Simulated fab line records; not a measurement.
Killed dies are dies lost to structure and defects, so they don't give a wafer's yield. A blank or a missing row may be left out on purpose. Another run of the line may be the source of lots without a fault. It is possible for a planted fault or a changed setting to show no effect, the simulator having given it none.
Chamber matching :: flow nand_harc :: NHARC_A_DECK1_JOINT_CMP_02 on cmp-02 has 4 sister chambers
The step polishes SiOx. 4 wafers are shown with their chamber, then 7 later ones without.

## WAFERS PAIRED WITH THEIR CHAMBERS
wafer: L104.2
chamber: 2
motor_current_A (A): 10.5

wafer: L104.3
chamber: 0
motor_current_A (A): 12.6

wafer: L106.3
chamber: 3
motor_current_A (A): 11.4

wafer: L106.6
chamber: 1
motor_current_A (A): 11.6

## WAFERS WITHOUT THEIR CHAMBER
wafer: L107.2
motor_current_A (A): 9.9

wafer: L107.3
motor_current_A (A): 13.2

wafer: L109.1
motor_current_A (A): 11.0

wafer: L109.2
motor_current_A (A): 11.5

wafer: L116.3
motor_current_A (A): 13.7

wafer: L116.4
motor_current_A (A): 11.4

wafer: L116.5
motor_current_A (A): 12.7

## THE CHAMBER EACH PASSED THROUGH
wafer: L107.2
from the rows above: can't be placed: 2 or 3
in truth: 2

wafer: L107.3
from the rows above: can't be placed: 0 or 1
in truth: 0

wafer: L109.1
from the rows above: can't be placed: 3 or 2 or 1
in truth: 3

wafer: L109.2
from the rows above: can't be placed: 1 or 3 or 2 or 0
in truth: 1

wafer: L116.3
from the rows above: can't be placed: 0 or 1
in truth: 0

wafer: L116.4
from the rows above: can't be placed: 3 or 1 or 2
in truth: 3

wafer: L116.5
from the rows above: can't be placed: 0 or 1
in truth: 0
Placed correctly: 0 of 7. Cannot be placed on the basis of these rows: 7; the candidates contain the true chamber in 7. Placed wrongly: 0.
How it was worked out, from the rows above alone: a wafer's distance from a chamber is the root of the sum, over the readings, of the square of ((its reading less the chamber's mean) divided by the reading's scatter). The wafer belongs to the nearest chamber; if the next one is less than 2 further off, it can't be placed. The mean given for a chamber averages the wafers shown for that chamber. The scatter: with one shown wafer a chamber, the root of the mean of the squares of how far each hidden wafer lies from its nearest shown one.
